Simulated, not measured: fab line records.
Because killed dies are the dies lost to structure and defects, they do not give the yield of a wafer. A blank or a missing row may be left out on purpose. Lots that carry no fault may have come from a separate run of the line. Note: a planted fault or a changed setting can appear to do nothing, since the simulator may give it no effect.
Matching of chambers || flow n5Finfet || rieDiel-04 running N5_GATE_CUT_ETCH_28: 3 sister chambers
The step etches underlayer in N2/H2, target depth 13 nm, time 10.4 s. 3 wafers are shown with their chamber, then 10 later ones without.

## WAFERS PAIRED WITH THEIR CHAMBERS
{"wafer": "L087.6", "chamber": 3, "drypumpMotorCurrentA (A)": 5.4}
{"wafer": "L090.1", "chamber": 1, "drypumpMotorCurrentA (A)": 5.8}
{"wafer": "L090.2", "chamber": 0, "drypumpMotorCurrentA (A)": 6.3}

## WAFERS WHOSE CHAMBER IS MISSING
{"wafer": "L090.3", "drypumpMotorCurrentA (A)": 5.4}
{"wafer": "L090.4", "drypumpMotorCurrentA (A)": 5.8}
{"wafer": "L090.5", "drypumpMotorCurrentA (A)": 6.4}
{"wafer": "L090.6", "drypumpMotorCurrentA (A)": 5.4}
{"wafer": "L092.3", "drypumpMotorCurrentA (A)": 5.4}
{"wafer": "L092.4", "drypumpMotorCurrentA (A)": 5.4}
{"wafer": "L092.6", "drypumpMotorCurrentA (A)": 6.4}
{"wafer": "L096.2", "drypumpMotorCurrentA (A)": 5.8}
{"wafer": "L096.3", "drypumpMotorCurrentA (A)": 5.4}
{"wafer": "L096.4", "drypumpMotorCurrentA (A)": 6.3}

## WHICH CHAMBER EACH ONE RAN IN
{"wafer": "L090.3", "from the rows above": 3, "in truth": 3}
{"wafer": "L090.4", "from the rows above": 1, "in truth": 1}
{"wafer": "L090.5", "from the rows above": 0, "in truth": 0}
{"wafer": "L090.6", "from the rows above": 3, "in truth": 3}
{"wafer": "L092.3", "from the rows above": 3, "in truth": 3}
{"wafer": "L092.4", "from the rows above": 3, "in truth": 3}
{"wafer": "L092.6", "from the rows above": 0, "in truth": 0}
{"wafer": "L096.2", "from the rows above": 1, "in truth": 1}
{"wafer": "L096.3", "from the rows above": 3, "in truth": 3}
{"wafer": "L096.4", "from the rows above": 0, "in truth": 0}
Correct placement for 10 of the 10. Number that these rows cannot place: 0. 0 placed wrongly.
How it was worked out, from the rows above alone: a wafer's distance from a chamber is the root of the sum, over the readings, of the square of ((its reading less the chamber's mean) divided by the reading's scatter). If the next closest chamber is less than 2 further off than the closest, the wafer can't be placed; otherwise it belongs to the closest. Each chamber's mean is taken over the wafers shown for it. The scatter (one wafer shown for each chamber): square how far every hidden wafer sits from the nearest shown wafer, average those squares and take the square root.
